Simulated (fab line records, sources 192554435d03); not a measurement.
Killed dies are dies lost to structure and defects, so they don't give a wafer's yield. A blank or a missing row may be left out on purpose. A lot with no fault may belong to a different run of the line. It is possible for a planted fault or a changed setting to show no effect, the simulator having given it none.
Which tool did it?	flow n5Finfet	Sampling: 10 lots, 30 wafers, 6 of 1938 route steps

== WHAT THE GAUGES READ, wafer by wafer ==
N5_BEOL_M4_RC_MEAS_101. Usual: DIBL_N 35.3 mV/V, standard deviation 1.8; DIBL_P 35.2 mV/V, standard deviation 2.2; IOFF_N 0.144 nA/um, standard deviation 0.029; IOFF_P 0.19 nA/um, standard deviation 0.031; ION_N 670 uA/um, standard deviation 12; ION_P 460 uA/um, standard deviation 7.6; SS_N 71.2 mV/dec, standard deviation 0.62; SS_P 73.0 mV/dec, standard deviation 0.69; VT_N 251 mV, standard deviation 3.4; VT_P -251.4 mV, standard deviation 2.6.
lot	measured	on	DIBL_N (mV/V)	DIBL_P (mV/V)	IOFF_N (nA/um)	IOFF_P (nA/um)	ION_N (uA/um)	ION_P (uA/um)	SS_N (mV/dec)	SS_P (mV/dec)	VT_N (mV)	VT_P (mV)	flag
L148	day 9 00:25	prober-02	33.2 33.8 34.2	33.2 34.6 34.7	0.121 0.138 0.134	0.16 0.19 0.19	657 688 659	446 471 456	70.9 70.9 70.6	72.7 72.6 73.1	254 250 251	-255.4 -251.3 -249.5	
L153	day 10 20:47	prober-01	36.7 29.2 34.0	36.9 27.8 34.2	0.172 0.072 0.124	0.21 0.10 0.16	675 628 651	459 436 449	72.3 69.8 71.8	73.8 72.0 73.0	249 263 255	-252.4 -260.2 -253.9	
L155	day 10 22:10	prober-02	31.7 35.2 35.5	32.1 36.9 36.9	0.103 0.156 0.157	0.14 0.21 0.20	658 673 679	455 461 462	70.2 71.4 71.3	72.0 73.1 73.4	257 251 249	-255.7 -253.1 -249.9	
L160	day 11 07:22	prober-01	34.3 36.0 36.5	33.8 36.2 36.8	0.124 0.150 0.172	0.18 0.21 0.24	679 687 688	469 471 470	71.9 72.0 71.8	72.3 72.4 73.6	254 249 247	-251.6 -249.7 -248.1	
L164	day 12 17:07	prober-01	35.2 33.5 33.7	37.0 35.2 36.4	0.166 0.137 0.148	0.22 0.18 0.20	679 678 678	457 461 467	72.0 70.9 70.8	74.0 72.5 73.4	247 252 249	-252.0 -254.6 -253.4	
L165	day 13 18:06	prober-01	36.0 35.0 32.7	34.9 34.2 31.9	0.143 0.130 0.108	0.19 0.18 0.16	659 673 665	456 465 468	71.5 70.1 70.4	72.6 72.3 72.3	254 251 252	-249.3 -252.6 -250.9	
L167	day 13 21:32	prober-02	34.2 32.6 33.4	33.7 31.2 32.4	0.142 0.108 0.120	0.19 0.16 0.18	685 667 684	470 460 474	70.9 71.0 70.9	72.5 72.6 72.9	250 253 254	-249.0 -253.1 -249.8	
L168	day 14 06:23	prober-02	38.2 36.5 33.5	38.3 36.2 32.3	0.193 0.149 0.112	0.24 0.22 0.16	678 677 671	463 461 467	72.3 71.6 71.1	73.8 72.4 71.8	246 252 251	-248.2 -249.9 -253.5	
L169	day 14 12:19	prober-01	35.8 37.0 33.9	35.3 37.5 33.2	0.138 0.159 0.114	0.20 0.23 0.16	668 661 651	456 460 450	71.2 71.6 70.2	73.1 72.8 72.4	250 250 254	-249.3 -248.0 -253.4	
L170	day 15 05:55	prober-01	35.6 40.4 37.9	34.8 40.9 37.7	0.137 0.234 0.171	0.18 0.28 0.23	667 680 670	456 461 460	71.4 73.2 72.4	73.4 74.8 74.4	254 244 247	-254.8 -247.3 -250.3	

N5_BEOL_M9_THK_MEAS_01. Usual: M9_ILD_THK 268 nm, standard deviation 3.6.
lot	measured	on	M9_ILD_THK (nm)	flag
L148	day 10 12:55	filmMetro-01	264 265 269	
L160	day 12 22:11	filmMetro-02	270 264 268	
L164	day 14 14:35	filmMetro-02	270 271 272	
L165	day 15 15:04	filmMetro-01	269 269 273	
L167	day 15 17:16	filmMetro-01	264 267 264	
L168	day 16 04:47	filmMetro-02	267 274 269	
L169	day 16 11:42	filmMetro-02	269 269 271	
L170	day 16 21:35	filmMetro-02	262 270 267	

== EACH LOT AND THE TOOL THAT RAN IT (in order: tool; ch and the chambers of the sampled wafers; start) ==
lot	N5_BEOL_M8_ALD_77	N5_BEOL_M8_SURFACE_TREAT_79	N5_BEOL_M8_ECD_50	N5_BEOL_M8_CMP_52
L148	aldMetal-01 ch 2,3, day 10 10:05	pvdSputter-02, day 10 10:29	ecdCu-02 ch 0, day 10 10:49	cmp-02 ch 1,2,3, day 10 11:51
L153	aldMetal-04 ch 1,2, day 12 14:01	pvdSputter-02, day 12 15:07	ecdCu-01 ch 0,1, day 12 15:38	cmp-04 ch 0,1, day 12 16:02
L155	aldMetal-04 ch 0,1,2, day 12 12:57	pvdSputter-02, day 12 13:14	ecdCu-01 ch 0,1, day 12 13:52	cmp-02 ch 1,2,3, day 12 14:16
L160	aldMetal-01 ch 0,3, day 12 19:55	pvdSputter-03, day 12 20:16	ecdCu-01 ch 0,1, day 12 20:38	cmp-02 ch 1,2,3, day 12 21:13
L164	aldMetal-04 ch 0,1,2, day 14 11:54	pvdSputter-02, day 14 12:14	ecdCu-01 ch 1, day 14 12:44	cmp-04 ch 2,3, day 14 13:33
L165	aldMetal-04 ch 1,2,3, day 15 11:32	pvdSputter-01, day 15 11:50	ecdCu-01 ch 0,1, day 15 12:28	cmp-02 ch 0,1,3, day 15 13:24
L167	aldMetal-04 ch 0,1,3, day 15 14:19	pvdSputter-01, day 15 14:37	ecdCu-01 ch 0,1, day 15 15:14	cmp-01 ch 0,2,3, day 15 15:38
L168	aldMetal-03 ch 1,3, day 16 02:31	pvdSputter-01, day 16 02:56	ecdCu-02 ch 0,1, day 16 03:19	cmp-04 ch 1,2,3, day 16 03:47
L169	aldMetal-01 ch 0,1,2, day 16 08:55	pvdSputter-03, day 16 09:12	ecdCu-01 ch 0,1, day 16 09:40	cmp-01 ch 0,1,2, day 16 10:03
L170	aldMetal-04 ch 0,1,3, day 16 18:52	pvdSputter-03, day 16 19:15	ecdCu-02 ch 0,1, day 16 19:40	cmp-04 ch 1,2, day 16 20:05
- N5_BEOL_M8_ALD_77: deposits TaN, target thk 2 nm, pulse time 2 s, purge time 3 s.
- N5_BEOL_M8_SURFACE_TREAT_79
- N5_BEOL_M8_ECD_50: material Cu, target thk 300 nm.
- N5_BEOL_M8_CMP_52: polishes, stops on SiCOH lowk, t overpolish 6.9 s, target thk 80 nm.

== AS READ BY THE TOOLS THEMSELVES (means over the sampled wafers that have a number; for cases with no such wafer, the mark the record gives instead) ==
N5_BEOL_M8_ALD_77. Usual: heaterPowerW at 423 W, with a standard deviation of 38.
lot	tool	heaterPowerW (W)	flag
L148	aldMetal-01	417	
L153	aldMetal-04	416	
L155	aldMetal-04	419	
L160	aldMetal-01	463	
L164	aldMetal-04	419	
L165	aldMetal-04	400	
L167	aldMetal-04	409	
L168	aldMetal-03	461	
L169	aldMetal-01	429	
L170	aldMetal-04	406	

N5_BEOL_M8_CMP_52. Usual: motorCurrentA 5.9 A, standard deviation 0.77; padLifeWafers 1253, standard deviation 650; timeToEndpointS 61 s, standard deviation 3.2.
lot	tool	motorCurrentA (A)	padLifeWafers	timeToEndpointS (s)	flag
L148	cmp-02	6.7	1502	59	
L153	cmp-04	5.5	1748	0	OFF
L155	cmp-02	6.7	1958	3	OFF
L160	cmp-02	6.8	2031	65	
L164	cmp-04	5.4	44	58	
L165	cmp-02	6.8	350	64	
L167	cmp-01	6.2	1003	64	
L168	cmp-04	5.5	344	54	
L169	cmp-01	5.9	1159	61	
L170	cmp-04	5.7	494	57	

== THE ANSWER, worked out from the rows above alone ==
Rule: a lot counts as off when the mean over its wafers that have a number is more than 3 standard deviations away from the usual mean. Also off: a lot with no number at a reading for which 4 or more lots have one. Where the step has rows for the other lots, those lots are counted as sound. First the gauges in route order, then the tools' own readings, where a lot's mean is used as printed above. The first step at which some lot is off is used, and at that step the reading that is off furthest; a lot without a number counts as furthest.
Off at N5_BEOL_M8_CMP_52 (timeToEndpointS): L153, L155.
If a tool, at that step or one of the process steps before it, ran each lot that is off and ran no sound lot following the first of them, it fits. Of those tried, none fits.

== WHAT THE SIMULATOR HAD INSERTED ==
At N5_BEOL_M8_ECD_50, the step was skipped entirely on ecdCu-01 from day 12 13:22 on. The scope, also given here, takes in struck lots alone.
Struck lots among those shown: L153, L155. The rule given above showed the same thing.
